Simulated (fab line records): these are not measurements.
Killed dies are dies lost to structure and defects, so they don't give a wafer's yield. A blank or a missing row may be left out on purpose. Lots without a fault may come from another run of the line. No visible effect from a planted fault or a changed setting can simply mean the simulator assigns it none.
Which of the tools did it? -- flow nand_harc -- Sampling: 24 lots, 72 wafers, 6 of 1159 route steps

## WHAT EACH GAUGE READ, for each wafer
No reading from a measuring or inspecting step in the record can be judged against a usual standard deviation.

## EACH LOT AND THE TOOL THAT RAN IT (in order: tool; ch and the chambers of the sampled wafers; start)
lot,NHARC_P_GATE_RTA_80,NHARC_P_CONTACT_ETCH_35,NHARC_P_CONTACT_ETCH_18,NHARC_P_CONTACT_STRIP_28,NHARC_P_M0_ETCH_34,NHARC_P_M0_PVD_20
L074,"rtp_anneal-02 ch 0, day 5 13:17","rie_diel-09 ch 0,1,2, day 5 15:40","rie_diel-09 ch 1,2,3, day 5 16:32 or earlier","rie_diel-09 ch 1,2,3, day 5 16:32","rie_diel-12 ch 0,1,3, day 5 20:08","pvd_sputter-03, no start"
L075,"rtp_anneal-02 ch 0, day 5 21:57","rie_diel-01 ch 0,1,2, day 6 00:35","rie_diel-01 ch 0,1,3, day 6 01:29 or earlier","rie_diel-09 ch 0,2,3, day 6 01:29","rie_diel-06 ch 0,2,3, day 6 12:01","pvd_sputter-03, no start"
L077,"rtp_anneal-02 ch 0, day 6 06:09","rie_diel-09 ch 0,2,3, day 6 08:42","rie_diel-09 ch 0,1,3, day 6 09:35 or earlier","rie_diel-09 ch 0,3, day 6 09:35","rie_diel-12 ch 2,3, day 6 14:35","pvd_sputter-02, no start"
L076,"rtp_anneal-01 ch 0, day 6 06:29","rie_diel-03 ch 0,1,3, day 6 09:01","rie_diel-03 ch 1,2, day 6 10:01 or earlier","rie_diel-01 ch 0,3, day 6 10:01","rie_diel-06 ch 0,1,2, day 6 15:09","pvd_sputter-03, no start"
L078,"rtp_anneal-01 ch 0, day 6 14:55","rie_diel-03 ch 1,2,3, day 6 17:20","rie_diel-03 ch 0,1, day 6 18:13 or earlier","rie_diel-09 ch 0,1,2, day 6 18:13","rie_diel-06 ch 1,2, day 6 21:30","pvd_sputter-03, no start"
L079,"rtp_anneal-02 ch 0, day 6 15:43","rie_diel-03 ch 0,3, day 6 18:19","rie_diel-03 ch 1,2,3, day 6 19:13 or earlier","rie_diel-03 ch 0,1,2, day 6 19:13","rie_diel-06 ch 0,3, day 6 22:24","pvd_sputter-02, no start"
L080,"rtp_anneal-01 ch 0, day 6 16:10","rie_diel-09 ch 1,2,3, day 6 18:41","rie_diel-09 ch 0,1,3, day 6 19:46 or earlier","rie_diel-03 ch 0,1, day 6 19:46","rie_diel-10 ch 0,1,2, day 6 22:56","pvd_sputter-03, no start"
L081,"rtp_anneal-01 ch 0, day 7 05:25","rie_diel-03 ch 0,1,3, day 7 08:00","rie_diel-03 ch 2,3, day 7 08:52 or earlier","rie_diel-09 ch 0,1,2, day 7 08:52","rie_diel-12 ch 0,1, day 7 19:52","pvd_sputter-03, no start"
L082,"rtp_anneal-01 ch 0, day 7 09:30","rie_diel-03 ch 0,2, day 7 12:05","rie_diel-03 ch 0,1, day 7 12:58 or earlier","rie_diel-09 ch 0,1,3, day 7 12:58","rie_diel-10 ch 0,1, day 7 23:40","pvd_sputter-02, no start"
L083,"rtp_anneal-01 ch 0, day 7 09:53","rie_diel-01 ch 1,2, day 7 12:24","rie_diel-01 ch 1,2,3, day 7 13:16 or earlier","rie_diel-03 ch 0,3, day 7 13:16","rie_diel-12 ch 0,1,3, day 7 23:54","pvd_sputter-03, no start"
L085,"rtp_anneal-02 ch 0, day 8 00:08","rie_diel-09 ch 1,2,3, day 8 02:31","rie_diel-09 ch 0,1,2, day 8 03:23 or earlier","rie_diel-09 ch 0,1,3, day 8 03:23","rie_diel-10 ch 0,2,3, day 8 07:20","pvd_sputter-02, no start"
L084,"rtp_anneal-01 ch 0, day 8 00:12","rie_diel-03 ch 0,2,3, day 8 02:47","rie_diel-03 ch 2,3, day 8 03:47 or earlier","rie_diel-09 ch 1,2, day 8 03:47","rie_diel-12 ch 1,2, day 8 07:07","pvd_sputter-03, no start"
L087,"rtp_anneal-01 ch 0, day 8 21:35","rie_diel-03 ch 2,3, day 9 00:07","rie_diel-03 ch 2,3, day 9 01:10 or earlier","rie_diel-09 ch 0,1,2, day 9 01:10","rie_diel-06 ch 0,1,2, day 9 15:55","pvd_sputter-01, no start"
L086,"rtp_anneal-02 ch 0, day 8 22:23","rie_diel-03 ch 0,2, day 9 01:01","rie_diel-03 ch 0,2, day 9 02:01 or earlier","rie_diel-09 ch 0,2,3, day 9 02:01","rie_diel-06 ch 0,3, day 9 16:33","pvd_sputter-02, no start"
L088,"rtp_anneal-01 ch 0, day 9 04:04","rie_diel-03 ch 0,1,3, day 9 06:37","rie_diel-03 ch 2,3, day 9 07:31 or earlier","rie_diel-09 ch 1,2,3, day 9 07:31","rie_diel-12 ch 0,1,3, day 9 21:19","pvd_sputter-01, no start"
L089,"rtp_anneal-01 ch 0, day 9 08:38","rie_diel-03 ch 1,2,3, day 9 11:20","rie_diel-03 ch 0,2, day 9 12:12 or earlier","rie_diel-09 ch 1,2, day 9 12:12","rie_diel-06 ch 1,2,3, day 9 22:16","pvd_sputter-01, no start"
L090,"rtp_anneal-01 ch 0, day 9 11:59","rie_diel-03 ch 1,2,3, day 9 14:34","rie_diel-03 ch 0,2,3, day 9 15:25 or earlier","rie_diel-03 ch 1,2,3, day 9 15:25","rie_diel-06 ch 0,1,2, day 10 03:06","pvd_sputter-01, no start"
L091,"rtp_anneal-02 ch 0, day 9 23:20","rie_diel-09 ch 0,1,2, day 10 01:53","rie_diel-09 ch 1,2,3, day 10 02:58 or earlier","rie_diel-01 ch 0,1,3, day 10 02:58","rie_diel-10 ch 1,2,3, day 10 06:13","pvd_sputter-01, no start"
L092,"rtp_anneal-02 ch 0, day 9 23:41","rie_diel-09 ch 0,1,2, day 10 02:29","rie_diel-09 ch 0,3, day 10 03:22 or earlier","rie_diel-09 ch 0,1, day 10 03:22","rie_diel-12 ch 1,2,3, day 10 06:47","pvd_sputter-01, no start"
L093,"rtp_anneal-02 ch 0, day 10 04:35","rie_diel-09 ch 0,1,2, day 10 07:10","rie_diel-09 ch 0,1,2, day 10 08:23 or earlier","rie_diel-03 ch 1,3, day 10 08:23","rie_diel-12 ch 0,2,3, day 10 12:26","pvd_sputter-02, no start"
L094,"rtp_anneal-01 ch 0, day 10 12:28","rie_diel-03 ch 2,3, day 10 15:33","rie_diel-03 ch 0,1,2, day 10 16:24 or earlier","rie_diel-01 ch 0,1, day 10 16:24","rie_diel-06 ch 1,2, day 10 21:58","pvd_sputter-02, no start"
L095,"rtp_anneal-01 ch 0, day 10 20:16","rie_diel-03 ch 0,1, day 10 22:45","rie_diel-03 ch 0,2,3, day 10 23:39 or earlier","rie_diel-09 ch 1,2, day 10 23:39","rie_diel-10 ch 2,3, day 11 04:02","pvd_sputter-01, no start"
L096,"rtp_anneal-01 ch 0, day 10 20:35","rie_diel-03 ch 1,2,3, day 10 23:25","rie_diel-03 ch 0,1,2, day 11 00:22 or earlier","rie_diel-09 ch 1,2, day 11 00:22","rie_diel-10 ch 0,1,3, day 11 04:28","pvd_sputter-03, no start"
L097,"rtp_anneal-01 ch 0, day 10 21:03","rie_diel-03 ch 0,2,3, day 10 23:46","rie_diel-03 ch 0,1,3, day 11 00:41 or earlier","rie_diel-09 ch 0,1,2, day 11 00:41","rie_diel-10 ch 0,2,3, day 11 08:53","pvd_sputter-01, no start"
- NHARC_P_GATE_RTA_80: time 30 s.
- NHARC_P_CONTACT_ETCH_35: etches the open film in CF4, target depth 39 nm, time 65 s.
- NHARC_P_CONTACT_ETCH_18: etches the open film in C4F8/O2/Ar, target depth 481 nm, time 240.5 s.
- NHARC_P_CONTACT_STRIP_28: strips in O2.
- NHARC_P_M0_ETCH_34: etches the open film in N2/H2, target depth 40 nm, overetch 12 nm, time 43.94 s.
- NHARC_P_M0_PVD_20: deposits TaN, target thk 5 nm, time 8.06 s.

## AS READ BY THE TOOLS THEMSELVES (means over the sampled wafers that have a number; for cases with no such wafer, the mark the record gives instead)
NHARC_P_GATE_RTA_80. Usual: lamp_power_pct 2.19 %, standard deviation 0.091; wafer_temp_C_max 301.5, standard deviation 0.42.
lot,tool,lamp_power_pct (%),wafer_temp_C_max,flag
L074,rtp_anneal-02,2.07,300.9,
L075,rtp_anneal-02,2.07,300.9,
L077,rtp_anneal-02,2.08,301.3,
L076,rtp_anneal-01,2.26,301.9,
L078,rtp_anneal-01,2.26,301.5,
L079,rtp_anneal-02,2.07,301.4,
L080,rtp_anneal-01,2.27,301.5,
L081,rtp_anneal-01,2.26,301.9,
L082,rtp_anneal-01,2.26,301.7,
L083,rtp_anneal-01,2.27,301.7,
L085,rtp_anneal-02,2.07,301.2,
L084,rtp_anneal-01,2.26,301.5,
L087,rtp_anneal-01,2.26,301.5,
L086,rtp_anneal-02,2.07,300.8,
L088,rtp_anneal-01,2.26,301.8,
L089,rtp_anneal-01,2.26,301.8,
L090,rtp_anneal-01,2.26,301.9,
L091,rtp_anneal-02,2.08,301.3,
L092,rtp_anneal-02,2.07,301.1,
L093,rtp_anneal-02,2.07,300.9,
L094,rtp_anneal-01,2.26,301.8,
L095,rtp_anneal-01,2.26,301.6,
L096,rtp_anneal-01,2.26,301.3,
L097,rtp_anneal-01,2.26,301.4,

NHARC_P_CONTACT_ETCH_35. Usual: drypump_motor_current_A 5.7 A, standard deviation 0.4; oes_product_au 1.005 a.u., standard deviation 0.0093; rf_vpp_V 150.7 V, standard deviation 1.1; showerhead_plenum_p_Torr 1.72 Torr, standard deviation 0.054; throttle_valve_pct 13.283 %, standard deviation 0.0093.
lot,tool,drypump_motor_current_A (A),oes_product_au (a.u.),rf_vpp_V (V),showerhead_plenum_p_Torr (Torr),throttle_valve_pct (%),flag
L074,rie_diel-09,5.3,0.998,150.2,1.71,13.273,
L075,rie_diel-01,5.8,1.009,150.9,1.74,13.284,
L077,rie_diel-09,5.7,1.013,149.8,1.70,13.284,
L076,rie_diel-03,5.9,1.000,150.2,1.70,13.285,
L078,rie_diel-03,5.8,1.007,150.8,1.70,13.283,
L079,rie_diel-03,6.0,1.006,150.3,1.75,13.280,
L080,rie_diel-09,5.6,1.006,150.6,1.70,13.285,
L081,rie_diel-03,5.9,0.998,150.8,1.70,13.279,
L082,rie_diel-03,5.9,0.999,151.8,1.79,13.283,
L083,rie_diel-01,5.4,1.016,152.0,1.79,13.291,
L085,rie_diel-09,5.5,1.006,150.2,1.70,13.278,
L084,rie_diel-03,5.9,0.995,151.2,1.74,13.287,
L087,rie_diel-03,5.9,1.001,149.8,1.70,13.289,
L086,rie_diel-03,5.8,1.006,151.3,1.78,13.286,
L088,rie_diel-03,5.9,0.996,150.3,1.70,13.278,
L089,rie_diel-03,5.7,0.999,150.4,1.70,13.276,
L090,rie_diel-03,5.7,1.006,150.2,1.70,13.282,
L091,rie_diel-09,5.3,1.003,150.8,1.71,13.280,
L092,rie_diel-09,5.2,1.004,150.7,1.71,13.289,
L093,rie_diel-09,5.3,1.006,150.3,1.71,13.289,
L094,rie_diel-03,5.7,1.009,150.8,1.74,13.286,
L095,rie_diel-03,5.9,1.013,150.8,1.74,13.282,
L096,rie_diel-03,5.8,1.010,150.0,1.70,13.283,
L097,rie_diel-03,5.8,1.015,151.0,1.74,13.281,

NHARC_P_CONTACT_ETCH_18. Usual: oes_product_au 0.966 a.u., standard deviation 0.018; rf_vpp_V 974 V, standard deviation 4.5.
lot,tool,oes_product_au (a.u.),rf_vpp_V (V),flag
L074,rie_diel-09,0.942,973,
L075,rie_diel-01,0.974,976,
L077,rie_diel-09,0.963,974,
L076,rie_diel-03,0.988,976,
L078,rie_diel-03,0.966,977,
L079,rie_diel-03,0.970,973,
L080,rie_diel-09,0.964,973,
L081,rie_diel-03,0.979,977,
L082,rie_diel-03,0.959,977,
L083,rie_diel-01,0.985,977,
L085,rie_diel-09,0.977,973,
L084,rie_diel-03,0.935,973,
L087,rie_diel-03,0.969,975,
L086,rie_diel-03,0.952,979,
L088,rie_diel-03,0.925,975,
L089,rie_diel-03,0.969,979,
L090,rie_diel-03,0.977,975,
L091,rie_diel-09,0.964,972,
L092,rie_diel-09,0.967,973,
L093,rie_diel-09,0.952,974,
L094,rie_diel-03,0.990,976,
L095,rie_diel-03,0.979,976,
L096,rie_diel-03,0.977,976,
L097,rie_diel-03,0.986,972,

NHARC_P_CONTACT_STRIP_28. Usual: drypump_motor_current_A 5.6 A, standard deviation 0.54; oes_product_au 1.004 a.u., standard deviation 0.0081; rf_vpp_V 57.7 V, standard deviation 0.84; showerhead_plenum_p_Torr 3.41 Torr, standard deviation 0.079; throttle_valve_pct 17.036 %, standard deviation 0.009.
lot,tool,drypump_motor_current_A (A),oes_product_au (a.u.),rf_vpp_V (V),showerhead_plenum_p_Torr (Torr),throttle_valve_pct (%),flag
L074,rie_diel-09,5.5,0.998,57.5,3.39,17.026,
L075,rie_diel-09,5.7,1.004,57.2,3.38,17.035,
L077,rie_diel-09,6.2,1.005,57.7,3.37,17.028,
L076,rie_diel-01,6.0,1.004,56.6,3.37,17.043,
L078,rie_diel-09,5.3,1.006,58.4,3.42,17.036,
L079,rie_diel-03,5.8,1.012,58.0,3.48,17.044,
L080,rie_diel-03,5.8,1.005,58.2,3.40,17.034,
L081,rie_diel-09,5.3,1.006,57.2,3.42,17.034,
L082,rie_diel-09,5.8,0.993,57.6,3.41,17.036,
L083,rie_diel-03,6.0,0.998,58.6,3.48,17.036,
L085,rie_diel-09,5.8,0.996,57.9,3.41,17.032,
L084,rie_diel-09,5.1,1.008,57.5,3.42,17.026,
L087,rie_diel-09,5.3,1.006,57.9,3.41,17.042,
L086,rie_diel-09,5.8,1.002,58.1,3.38,17.034,
L088,rie_diel-09,5.6,0.999,57.6,3.39,17.033,
L089,rie_diel-09,5.1,1.011,57.7,3.42,17.033,
L090,rie_diel-03,5.8,1.000,57.1,3.39,17.039,
L091,rie_diel-01,5.6,1.002,57.7,3.46,17.037,
L092,rie_diel-09,5.5,1.000,58.3,3.43,17.039,
L093,rie_diel-03,5.8,1.020,57.6,3.31,17.028,
L094,rie_diel-01,6.2,1.009,57.5,3.42,17.033,
L095,rie_diel-09,5.1,1.008,57.4,3.42,17.037,
L096,rie_diel-09,5.1,1.003,57.4,3.39,17.039,
L097,rie_diel-09,5.3,1.002,57.1,3.41,17.027,

NHARC_P_M0_ETCH_34. Usual: drypump_motor_current_A 5.8 A, standard deviation 0.48; oes_product_au 0.998 a.u., standard deviation 0.011; rf_vpp_V 431 V, standard deviation 3.7; showerhead_plenum_p_Torr 2.06 Torr, standard deviation 0.13; throttle_valve_pct 14.172 %, standard deviation 0.0092.
lot,tool,drypump_motor_current_A (A),oes_product_au (a.u.),rf_vpp_V (V),showerhead_plenum_p_Torr (Torr),throttle_valve_pct (%),flag
L074,rie_diel-12,6.2,0.993,431,2.08,14.168,
L075,rie_diel-06,5.9,0.993,434,2.17,14.166,
L077,rie_diel-12,5.8,1.001,430,2.00,14.172,
L076,rie_diel-06,5.7,0.996,431,2.07,14.173,
L078,rie_diel-06,5.9,1.017,429,2.00,14.168,
L079,rie_diel-06,5.7,0.996,434,2.15,14.177,
L080,rie_diel-10,5.2,0.998,428,1.96,14.175,
L081,rie_diel-12,6.3,0.987,433,2.15,14.175,
L082,rie_diel-10,5.4,1.006,430,2.03,14.175,
L083,rie_diel-12,6.2,0.994,431,2.07,14.159,
L085,rie_diel-10,5.4,1.008,428,1.94,14.176,
L084,rie_diel-12,5.9,0.999,433,2.15,14.176,
L087,rie_diel-06,5.7,1.005,432,2.07,14.170,
L086,rie_diel-06,6.1,1.002,434,2.17,14.162,
L088,rie_diel-12,6.2,0.997,432,2.07,14.170,
L089,rie_diel-06,6.1,0.997,432,2.09,14.167,
L090,rie_diel-06,5.7,0.999,431,2.07,14.172,
L091,rie_diel-10,5.5,0.994,430,2.00,14.166,
L092,rie_diel-12,5.8,0.993,431,2.08,14.177,
L093,rie_diel-12,5.9,0.993,432,2.10,14.182,
L094,rie_diel-06,5.9,0.996,432,2.09,14.178,
L095,rie_diel-10,5.3,1.000,429,1.93,14.179,
L096,rie_diel-10,5.6,0.993,429,2.00,14.171,
L097,rie_diel-10,5.4,0.994,428,1.94,14.178,

NHARC_P_M0_PVD_20. Usual: throttle_valve_pct at 30.4 %, with a standard deviation of 1.1.
lot,tool,throttle_valve_pct (%),flag
L074,pvd_sputter-03,30.9,
L075,pvd_sputter-03,30.8,
L077,pvd_sputter-02,30.0,
L076,pvd_sputter-03,30.5,
L078,pvd_sputter-03,30.7,
L079,pvd_sputter-02,30.3,
L080,pvd_sputter-03,30.5,
L081,pvd_sputter-03,31.1,
L082,pvd_sputter-02,28.9,
L083,pvd_sputter-03,30.5,
L085,pvd_sputter-02,30.2,
L084,pvd_sputter-03,30.4,
L087,pvd_sputter-01,30.7,
L086,pvd_sputter-02,29.1,
L088,pvd_sputter-01,30.6,
L089,pvd_sputter-01,30.9,
L090,pvd_sputter-01,30.3,
L091,pvd_sputter-01,30.6,
L092,pvd_sputter-01,31.1,
L093,pvd_sputter-02,29.7,
L094,pvd_sputter-02,29.0,
L095,pvd_sputter-01,31.0,
L096,pvd_sputter-03,30.4,
L097,pvd_sputter-01,30.6,

## THE ANSWER, worked out from the rows above alone
Rule: lot off if the mean of its wafers having a number is beyond 3 standard deviations from the usual mean. A lot without any number at a reading at which 4 lots or more have one is off too. All remaining lots with rows at the step are treated as sound. Order of review: gauges by route order, followed by the tools' own readings, for which a lot's mean as printed above is used. At the first step where some lot is off, the reading lying furthest off is the one used; lots without a number count as furthest.
Across all readings shown, no lot is off: no conclusion can be drawn from this.

## WHAT HAD BEEN PUT IN BY THE SIMULATOR
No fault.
